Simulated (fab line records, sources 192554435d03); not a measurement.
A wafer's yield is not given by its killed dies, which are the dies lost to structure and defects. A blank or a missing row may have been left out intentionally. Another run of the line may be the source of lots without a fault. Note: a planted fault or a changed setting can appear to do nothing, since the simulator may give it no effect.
Matching of chambers || flow n5-finfet || ald-metal-02 running N5_BEOL_M5_ALD_86: 4 sister chambers
The step deposits TaN, pulse time 2 s, purge time 3 s, co reactant purge time 2 s. 8 wafers are shown with their chamber, then 7 later ones without.

WAFERS PAIRED WITH THEIR CHAMBERS
{"wafer": "L079.6", "chamber": 3, "heater-power-w (W)": 432, "heater-power-outer-w (W)": 242}
{"wafer": "L080.2", "chamber": 1, "heater-power-w (W)": 371, "heater-power-outer-w (W)": 211}
{"wafer": "L080.3", "chamber": 3, "heater-power-w (W)": 428, "heater-power-outer-w (W)": 249}
{"wafer": "L084.1", "chamber": 0, "heater-power-w (W)": 436, "heater-power-outer-w (W)": 229}
{"wafer": "L084.2", "chamber": 2, "heater-power-w (W)": 362, "heater-power-outer-w (W)": 217}
{"wafer": "L084.3", "chamber": 1, "heater-power-w (W)": 380, "heater-power-outer-w (W)": 219}
{"wafer": "L086.1", "chamber": 0, "heater-power-w (W)": 429, "heater-power-outer-w (W)": 237}
{"wafer": "L086.2", "chamber": 2, "heater-power-w (W)": 356, "heater-power-outer-w (W)": 220}

WAFERS WITHOUT THEIR CHAMBER
{"wafer": "L086.4", "heater-power-w (W)": 436, "heater-power-outer-w (W)": 245}
{"wafer": "L088.1", "heater-power-w (W)": 429, "heater-power-outer-w (W)": 231}
{"wafer": "L088.3", "heater-power-w (W)": 428, "heater-power-outer-w (W)": 247}
{"wafer": "L088.4", "heater-power-w (W)": 360, "heater-power-outer-w (W)": 216}
{"wafer": "L090.2", "heater-power-w (W)": 426, "heater-power-outer-w (W)": 238}
{"wafer": "L090.4", "heater-power-w (W)": 438, "heater-power-outer-w (W)": 242}
{"wafer": "L090.5", "heater-power-w (W)": 372, "heater-power-outer-w (W)": 214}

THE CHAMBER EACH PASSED THROUGH
{"wafer": "L086.4", "from the rows above": "can't be placed: 3 or 0", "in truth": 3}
{"wafer": "L088.1", "from the rows above": 0, "in truth": 0}
{"wafer": "L088.3", "from the rows above": 3, "in truth": 3}
{"wafer": "L088.4", "from the rows above": 2, "in truth": 2}
{"wafer": "L090.2", "from the rows above": "can't be placed: 0 or 3", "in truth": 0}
{"wafer": "L090.4", "from the rows above": "can't be placed: 3 or 0", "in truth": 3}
{"wafer": "L090.5", "from the rows above": 1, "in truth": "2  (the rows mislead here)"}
Correctly placed: 3 of 7. Unplaceable from these rows: 3, with the true chamber sitting among the candidates in 3. Number placed wrongly: 1.
How it was worked out, from the rows above alone: a wafer's distance from a chamber is the root of the sum, over the readings, of the square of ((its reading less the chamber's mean) divided by the reading's scatter). The wafer belongs to the nearest chamber; if the next one is less than 2 further off, it can't be placed. A chamber's mean is the mean of its shown wafers. The scatter: the root of (the sum of the squares of (reading less its chamber's mean) over the shown wafers, divided by (wafers less chambers)).
